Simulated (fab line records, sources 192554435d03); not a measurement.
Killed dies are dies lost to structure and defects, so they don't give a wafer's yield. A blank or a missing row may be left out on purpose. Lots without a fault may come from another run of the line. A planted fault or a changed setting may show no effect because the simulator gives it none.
Which tool did it? | flow n5_finfet | 8 lots, 24 wafers sampled, at 7 steps of a route of 1938

WHAT THE GAUGES READ, wafer by wafer
N5_BEOL_M4_RC_MEAS_101. Usual: DIBL_N 36.4 mV/V, standard deviation 1.2; DIBL_P 36.1 mV/V, standard deviation 1.6; IOFF_N 0.156 nA/um, standard deviation 0.024; IOFF_P 0.21 nA/um, standard deviation 0.031; ION_N 674 uA/um, standard deviation 11; ION_P 463 uA/um, standard deviation 6.9; SS_N 71.5 mV/dec, standard deviation 0.5; SS_P 73.2 mV/dec, standard deviation 0.55; VT_N 250.0 mV, standard deviation 2.9; VT_P -250 mV, standard deviation 3.6.
lot  | measured     | on        | DIBL_N (mV/V)  | DIBL_P (mV/V)  | IOFF_N (nA/um)    | IOFF_P (nA/um) | ION_N (uA/um) | ION_P (uA/um) | SS_N (mV/dec)  | SS_P (mV/dec)  | VT_N (mV)         | VT_P (mV)      | flag
L503 | day 7 23:52  | prober-01 | 36.0 35.7 36.9 | 35.3 35.0 35.9 | 0.151 0.147 0.168 | 0.23 0.22 0.24 | 682 677 679   | 472 471 469   | 71.9 72.0 71.3 | 73.1 72.9 72.6 | 250.8 251.0 247.8 | -246 -246 -245 |
L512 | day 10 10:08 | prober-02 | 36.3 36.3 36.1 | 35.8 35.8 35.7 | 0.159 0.161 0.152 | 0.21 0.21 0.21 | 687 685 668   | 467 472 458   | 71.9 71.1 70.8 | 73.7 74.1 73.5 | 249.2 248.0 249.3 | -251 -251 -250 |
L517 | day 11 12:38 | prober-02 | 37.7 35.5 35.6 | 36.7 34.2 34.6 | 0.170 0.130 0.140 | 0.20 0.16 0.17 | 672 667 671   | 455 460 460   | 71.7 70.6 71.4 | 74.1 73.1 73.3 | 250.4 253.5 252.1 | -252 -256 -254 |
L519 | day 11 17:59 | prober-01 | 35.7 35.9 36.2 | 34.8 35.4 35.9 | 0.138 0.143 0.145 | 0.19 0.21 0.21 | 668 668 669   | 461 461 466   | 70.4 71.3 71.4 | 73.1 72.7 72.7 | 249.6 248.5 249.6 | -249 -250 -248 |
L520 | day 12 19:10 | prober-01 | 33.6 34.9 34.4 | 34.5 36.2 35.3 | 0.101 0.126 0.112 | 0.16 0.18 0.17 | 653 663 657   | 455 460 457   | 70.5 71.2 70.8 | 73.0 72.9 72.4 | 258.6 253.7 257.3 | -256 -254 -256 |
L522 | day 12 20:18 | prober-02 | 34.0 34.5 34.4 | 34.0 35.2 33.8 | 0.129 0.134 0.120 | 0.18 0.20 0.18 | 667 670 660   | 467 467 459   | 71.0 71.1 70.2 | 73.1 72.5 72.6 | 252.9 249.4 251.6 | -249 -250 -250 |
L523 | day 13 12:59 | prober-02 | 37.2 35.7 36.0 | 36.8 34.9 34.9 | 0.152 0.127 0.134 | 0.20 0.18 0.18 | 674 669 681   | 464 462 464   | 71.7 71.3 71.2 | 72.6 72.5 72.6 | 251.9 253.1 253.8 | -254 -254 -255 |
L525 | day 14 02:44 | prober-01 | 35.8 35.0 35.1 | 35.8 34.4 34.8 | 0.156 0.141 0.140 | 0.19 0.17 0.17 | 678 674 681   | 464 452 464   | 71.4 72.0 71.5 | 73.8 73.3 72.8 | 248.1 251.6 248.5 | -253 -255 -254 |

N5_BEOL_M11_THK_MEAS_01. Usual: M11_ILD_THK 268 nm, standard deviation 3.7.
lot  | measured     | on            | M11_ILD_THK (nm) | flag
L503 | day 10 05:04 | film_metro-02 | 264 264 263      |
L512 | day 12 21:25 | film_metro-02 | 269 271 274      |
L517 | day 13 20:14 | film_metro-02 | 265 271 271      |
L519 | day 13 21:11 | film_metro-01 | 268 271 270      |
L520 | day 15 01:32 | film_metro-01 | 267 265 266      |
L522 | day 15 05:45 | film_metro-02 | 269 272 270      |
L523 | day 15 19:23 | film_metro-02 | 263 270 268      |
L525 | day 16 10:41 | film_metro-02 | 271 266 272      |

N5_BEOL_M11_OCD_MEAS_38. Usual: trench_depth_nm 148.6 nm, standard deviation 2.5.
lot  | measured     | on     | trench_depth_nm (nm) | flag
L503 | day 10 08:40 | ocd-02 | 149.4 150.8 145.6    |
L512 | day 13 02:41 | ocd-01 | 151.3 149.8 146.4    |
L517 | day 14 02:22 | ocd-02 | 149.9 151.6 149.1    |
L519 | day 14 02:22 | ocd-01 | 147.1 146.1 146.6    |
L520 | day 15 04:38 | ocd-01 | - - -                | OFF
L522 | day 15 10:29 | ocd-02 | - - -                | OFF
L523 | day 15 23:57 | ocd-01 | 151.1 147.0 151.8    |
L525 | day 16 16:38 | ocd-01 | 145.0 151.6 151.6    |

WHICH TOOL RAN EACH LOT (tool, then ch and the chambers of the sampled wafers, then the start)
lot  | N5_BEOL_M11_HM_DEP_02        | N5_BEOL_M11_STRIP_67               | N5_BEOL_M11_STRIP_19               | N5_BEOL_M11_VIA_ETCH_34
L503 | pvd_sputter-02, day 10 05:53 | rie_diel-05 ch 0,1,3, day 10 06:43 | rie_diel-06 ch 1,2,3, day 10 06:58 | rie_diel-05 ch 0,1,3, day 10 08:23
L512 | pvd_sputter-03, day 12 23:29 | rie_diel-06 ch 0,2,3, day 13 00:51 | rie_diel-05 ch 0,3, day 13 01:07   | rie_diel-06 ch 0,1, day 13 02:23
L517 | pvd_sputter-03, day 13 21:03 | rie_diel-05 ch 2,3, day 13 22:10   | rie_diel-06 ch 1,2,3, day 13 22:19 | rie_diel-04 ch 0,1, day 14 02:04
L519 | pvd_sputter-02, day 13 21:31 | rie_diel-04 ch 1,2,3, day 13 22:20 | rie_diel-06 ch 0,2,3, day 13 22:29 | rie_diel-06 ch 2,3, day 14 02:05
L520 | pvd_sputter-01, day 15 02:29 | rie_diel-05 ch 0,2,3, day 15 03:15 | rie_diel-06 ch 0,1,3, day 15 03:31 | rie_diel-04 ch 0,2,3, day 15 04:22
L522 | pvd_sputter-03, day 15 08:09 | rie_diel-04 ch 0,3, day 15 08:58   | rie_diel-06 ch 0,3, day 15 09:07   | rie_diel-06 ch 1,3, day 15 10:13
L523 | pvd_sputter-01, day 15 20:02 | rie_diel-05 ch 0,2,3, day 15 20:51 | rie_diel-04 ch 0,2, day 15 21:00   | rie_diel-04 ch 0,3, day 15 23:40
L525 | pvd_sputter-01, day 16 12:38 | rie_diel-05 ch 2, day 16 13:56     | rie_diel-06 ch 0,1, day 16 14:06   | rie_diel-06 ch 0,1, day 16 16:20
- N5_BEOL_M11_HM_DEP_02: deposits TiN, target thk 20 nm.
- N5_BEOL_M11_STRIP_67: strips in CF4.
- N5_BEOL_M11_STRIP_19: strips in O2.
- N5_BEOL_M11_VIA_ETCH_34: etches SiCOH lowk in C4F6/O2, target depth 184.5 nm, time 69.2 s.

WHAT THE TOOLS THEMSELVES READ (means of the sampled wafers that have a number; where no wafer has one, the mark that the record gives instead)
N5_BEOL_M11_HM_DEP_02. Usual: throttle_valve_pct 30.8 %, standard deviation 0.76.
lot  | tool           | throttle_valve_pct (%) | flag
L503 | pvd_sputter-02 | 31.6                   |
L512 | pvd_sputter-03 | 30.8                   |
L517 | pvd_sputter-03 | 29.7                   |
L519 | pvd_sputter-02 | 31.6                   |
L520 | pvd_sputter-01 | 31.0                   |
L522 | pvd_sputter-03 | 29.8                   |
L523 | pvd_sputter-01 | 30.9                   |
L525 | pvd_sputter-01 | 30.7                   |

N5_BEOL_M11_STRIP_67. Usual: bias_power_w 75.02 W, standard deviation 0.22; cf4_flow_sccm 150.0 sccm, standard deviation 0.47; drypump_motor_current_A 5.6 A, standard deviation 0.39; oes_product_au 0.78 a.u., standard deviation 0.078; rf_vpp_V 270.8 V, standard deviation 1.4; showerhead_plenum_p_Torr 1.78 Torr, standard deviation 0.052; throttle_valve_pct 13.66 %, standard deviation 0.26.
lot  | tool        | bias_power_w (W) | cf4_flow_sccm (sccm) | drypump_motor_current_A (A) | oes_product_au (a.u.) | rf_vpp_V (V) | showerhead_plenum_p_Torr (Torr) | throttle_valve_pct (%) | flag
L503 | rie_diel-05 | 75.05            | 149.8                | 5.7                         | 0.75                  | 269.5        | 1.77                            | 13.75                  |
L512 | rie_diel-06 | 74.91            | 149.6                | 5.6                         | 0.78                  | 272.2        | 1.84                            | 13.49                  |
L517 | rie_diel-05 | 74.93            | 149.9                | 5.3                         | 0.81                  | 270.6        | 1.79                            | 13.52                  |
L519 | rie_diel-04 | 74.94            | 149.6                | 5.8                         | 0.85                  | 272.1        | 1.79                            | 13.62                  |
L520 | rie_diel-05 | -                | -                    | -                           | -                     | -            | -                               | -                      | OFF
L522 | rie_diel-04 | -                | -                    | -                           | -                     | -            | -                               | -                      | OFF
L523 | rie_diel-05 | 75.10            | 150.2                | 5.6                         | 0.76                  | 270.2        | 1.79                            | 13.74                  |
L525 | rie_diel-05 | 75.15            | 150.0                | 5.1                         | 0.80                  | 271.2        | 1.81                            | 13.59                  |

N5_BEOL_M11_STRIP_19. Usual: chamber_pressure_mTorr 30.00 mTorr, standard deviation 0.031; drypump_motor_current_A 5.6 A, standard deviation 0.36; oes_product_au 0.77 a.u., standard deviation 0.091; rf_vpp_V 3.6 V, standard deviation 0.59; showerhead_plenum_p_Torr 2.10 Torr, standard deviation 0.064; throttle_valve_pct 16.71 %, standard deviation 0.26.
lot  | tool        | chamber_pressure_mTorr (mTorr) | drypump_motor_current_A (A) | oes_product_au (a.u.) | rf_vpp_V (V) | showerhead_plenum_p_Torr (Torr) | throttle_valve_pct (%) | flag
L503 | rie_diel-06 | 29.98                          | 5.6                         | 0.72                  | 3.3          | 2.12                            | 16.76                  |
L512 | rie_diel-05 | 30.02                          | 5.9                         | 0.73                  | 3.9          | 2.11                            | 16.94                  |
L517 | rie_diel-06 | 29.99                          | 5.6                         | 0.70                  | 3.1          | 2.11                            | 16.82                  |
L519 | rie_diel-06 | 30.01                          | 5.6                         | 0.78                  | 3.4          | 2.15                            | 16.55                  |
L520 | rie_diel-06 | 30.00                          | 5.6                         | 0.77                  | 3.7          | 2.10                            | 16.63                  |
L522 | rie_diel-06 | 30.00                          | 5.4                         | 0.77                  | 3.4          | 2.15                            | 16.51                  |
L523 | rie_diel-04 | 30.03                          | 6.2                         | 0.83                  | 3.6          | 2.04                            | 16.83                  |
L525 | rie_diel-06 | 30.00                          | 5.8                         | 0.81                  | 3.0          | 2.09                            | 16.51                  |

N5_BEOL_M11_VIA_ETCH_34. Usual: O2_flow_sccm 10.00 sccm, standard deviation 0.031; drypump_motor_current_A 5.7 A, standard deviation 0.42; oes_o_777_au 0.79 a.u., standard deviation 0.09; oes_product_au 0.79 a.u., standard deviation 0.092; rf_vpp_V 667 V, standard deviation 8.3; showerhead_plenum_p_Torr 2.84 Torr, standard deviation 0.087; throttle_valve_pct 20.94 %, standard deviation 0.24.
lot  | tool        | O2_flow_sccm (sccm) | drypump_motor_current_A (A) | oes_o_777_au (a.u.) | oes_product_au (a.u.) | rf_vpp_V (V) | showerhead_plenum_p_Torr (Torr) | throttle_valve_pct (%) | flag
L503 | rie_diel-05 | 10.00               | 5.7                         | 0.75                | 0.74                  | 667          | 2.80                            | 20.98                  |
L512 | rie_diel-06 | 9.99                | 5.7                         | 0.85                | 0.86                  | 668          | 2.85                            | 20.68                  |
L517 | rie_diel-04 | 10.00               | 5.7                         | 0.83                | 0.85                  | 670          | 2.81                            | 20.90                  |
L519 | rie_diel-06 | 10.02               | 5.5                         | 0.71                | 0.70                  | 676          | 2.93                            | 20.87                  |
L520 | rie_diel-04 | 10.01               | 5.7                         | 0.79                | 0.30                  | 661          | 2.78                            | 20.97                  | OFF
L522 | rie_diel-06 | 10.01               | 5.6                         | 0.70                | 0.26                  | 664          | 2.78                            | 20.86                  | OFF
L523 | rie_diel-04 | 9.98                | 5.4                         | 0.75                | 0.76                  | 664          | 2.78                            | 21.12                  |
L525 | rie_diel-06 | 10.03               | 5.8                         | 0.81                | 0.81                  | 666          | 2.83                            | 20.74                  |

THE ANSWER, worked out from the rows above alone
Rule: a lot is off if the mean of its wafers that have a number lies more than 3 standard deviations from the usual mean. A lot without any number at a reading at which 4 lots or more have one is off too. The other lots that the step has rows for count as sound. The gauges are gone through in route order, then the tools' own readings, and for those a lot's mean is taken as printed above. The first step at which some lot is off is used, and at that step the reading that is off furthest; a lot without a number counts as furthest.
Off: L520, L522, at N5_BEOL_M11_OCD_MEAS_38 (trench_depth_nm). Without a number there: L520, L522.
A tool fits if, at a process step before that reading, it ran every lot that is off, and no sound lot after the first of them. The gauges at N5_BEOL_M11_OCD_MEAS_38 aren't tried: what is off there is off at N5_BEOL_M11_STRIP_67 too, on other tools, and a gauge's error can't cause that. None of those tried fits.

WHAT THE SIMULATOR HAD PUT IN
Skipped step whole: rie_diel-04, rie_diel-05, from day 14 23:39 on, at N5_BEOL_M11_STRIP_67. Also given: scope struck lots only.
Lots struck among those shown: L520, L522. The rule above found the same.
